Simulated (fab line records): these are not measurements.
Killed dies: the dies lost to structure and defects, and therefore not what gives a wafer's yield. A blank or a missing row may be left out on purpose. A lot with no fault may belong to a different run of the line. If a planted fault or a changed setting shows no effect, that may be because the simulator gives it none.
Comparing a struck lot with a sound one | flow n5 finfet | 16 steps out of a route of 1938
Sound: wafers L307.2, L307.3, L307.5. Wafers L319.2, L319.3, L319.6 were the ones struck. Last of all comes the cause.
For every step that has rows: the tool of each side, followed by ch and its chambers, followed by its first start. Under that, the readings that differ: sound wafers | struck wafers | difference of the means | sigmas: that difference in standard deviations of wafers without a fault.
alike: readings with means less than 2 such deviations apart, plus words and numbers identical on both sides. not compared: withheld readings, readings lacking a value on some wafer, bounds such as >300 that could conceal the same value, and numbers that have no deviation in the record and whose values overlap.
A row with sigmas, a row that says differs or no value, or rows on one side alone: a step with any of these is where the two part. Numbers that don't overlap but have no deviation are shown without sigmas and don't part them. A reading that every wafer of one side lacks parts them only if that side has two wafers or more.

first, 1 step without rows for these wafers: N5_BEOL_M0_WET_ETCH_106 (etches SiO2 in DHF, target depth 130 nm, rinse time 30 s).
N5_BEOL_M0_ETCH_128: etches SiCN in CF4/N2, target depth 12 nm, overetch 5.1 nm, time 21.4 s.
  sound on rie diel-06 ch 1,2,3, day 7 10:10; struck on rie diel-02 ch 0,2, day 10 17:25
  alike: drypump motor current A, n2 flow sccm, oes product au, rf vpp V, showerhead plenum p Torr, throttle valve pct
  not compared: rf hours counter h
then, 1 step without rows for these wafers: N5_BEOL_M0_TRENCH_ETCH_107 (etches SiOC in C4F6/O2, target depth 32.8 nm, time 16.4 s).
N5_BEOL_M0_STRIP_142: strips in N2/H2, time 10 s.
  sound on rie diel-06 ch 1,2,3, day 7 10:14; struck on rie diel-02 ch 0,2, day 10 17:28
  alike: drypump motor current A, h2 flow sccm, n2 flow sccm, oes product au, rf vpp V, showerhead plenum p Torr, throttle valve pct
  not compared: rf hours counter h
N5_BEOL_M0_OCD_MEAS_108:
  struck on ocd-01, day 10 17:34; sound on ocd-02, day 7 10:19
  alike: trench depth nm
then, 2 steps without rows for these wafers: N5_BEOL_M0_HM_STRIP_129 (strips TiN in peroxide tin strip, target depth 17 nm, time 108 s); N5_BEOL_M0_SRD_130 (time 30 s).
N5_BEOL_M0_ETCH_109: etches SiCN in CH3F/O2, target depth 8 nm, overetch 2.4 nm, time 27.4 s.
  sound on rie diel-02 ch 0,1,3, day 7 10:25; struck on rie diel-02 ch 0,1,3, day 10 18:01
  alike: drypump motor current A, oes product au, rf vpp V, showerhead plenum p Torr, throttle valve pct
  not compared: rf hours counter h
then, 3 steps without rows for these wafers: N5_BEOL_M0_STRIP_139 (strips in post etch residue remover, time 60 s); N5_BEOL_M0_SRD_111 (time 30 s); N5_BEOL_M0_DEGAS_112 (time 60 s).
N5_BEOL_M0_PRE_CLEAN_113: time 30 s.
  struck on pvd sputter-02, day 10 18:16; sound on pvd sputter-02, day 7 10:56
  alike: heater power w, susceptor temp C
N5_BEOL_M0_ALD_136: deposits TaN, pulse time 2 s, purge time 3 s, co reactant purge time 2 s.
  sound on ald metal-02 ch 0,2,3, day 7 10:59; struck on ald metal-01 ch 0,1,2, day 10 18:22
  reading              | sound                | struck               | difference                    | sigmas
  purge time s (s)     | 3 3 3                | 2.8633 2.8633 2.8633 | -0.1367                       |
  susceptor temp C (C) | 274.69 274.86 275.05 | - - -                | no value on the struck wafers |
  alike: heater power w
N5_BEOL_M0_SURFACE_TREAT_137:
  struck on pvd sputter-01, day 10 20:07; sound on pvd sputter-01, day 7 11:15
  not compared: throttle valve pct
N5_BEOL_M4_RC_MEAS_101:
  sound on prober-01 ch 0, day 9 13:55; struck on prober-02 ch 0, day 12 17:16
  reading        | sound                | struck               | difference | sigmas
  IOFF_N (nA/um) | 0.171 0.175 0.194    | 0.135 0.154 0.115    | -0.045     | -2
  IOFF_P (nA/um) | 0.242 0.233 0.253    | 0.168 0.194 0.150    | -0.072     | -3
  ION_N (uA/um)  | 685 681 675          | 669 660 644          | -23        | -3
  ION_P (uA/um)  | 475 466 463          | 453 451 440          | -20        | -3
  VT_N (mV)      | 246.4 248.7 245.6    | 254.0 250.3 256.4    | +6.7       | +3
  VT_P (mV)      | -247.5 -247.1 -245.2 | -258.1 -253.6 -258.1 | -10.0      | -3
  alike: DIBL_N, DIBL_P, SS_N, SS_P
-- record jumps: 5 days separate the struck wafers' starts on either side; left off in module BEOL_M4, taken up again in module PASSIVATION, whose first shown step is the route's number 1936 --
N5_PASSIVATION_PROBE_49:
  struck on prober-02, day 17 05:33; sound on prober-01, day 13 20:35
  reading               | sound       | struck      | difference | sigmas
  sort_bin_6_memory (%) | 3.1 2.4 2.7 | 4.2 4.7 4.0 | +1.6       | +2
  sort_bin_8_speed (%)  | 0 0 0       | 0 0 0.08    | +0         | +4
  alike: defect limited yield, killed_at_M0_to_M3, killed_at_M4_up, killed at contacts, killed at front end, killed at other, killed dies, killed open, killed short, sort_bin_5_function, sort n pass, sort yield pct

## WHERE THEY PART
Last at N5_PASSIVATION_PROBE_49 as far as this record goes, first at N5_BEOL_M0_ALD_136.

WHY: the cause the simulator had injected
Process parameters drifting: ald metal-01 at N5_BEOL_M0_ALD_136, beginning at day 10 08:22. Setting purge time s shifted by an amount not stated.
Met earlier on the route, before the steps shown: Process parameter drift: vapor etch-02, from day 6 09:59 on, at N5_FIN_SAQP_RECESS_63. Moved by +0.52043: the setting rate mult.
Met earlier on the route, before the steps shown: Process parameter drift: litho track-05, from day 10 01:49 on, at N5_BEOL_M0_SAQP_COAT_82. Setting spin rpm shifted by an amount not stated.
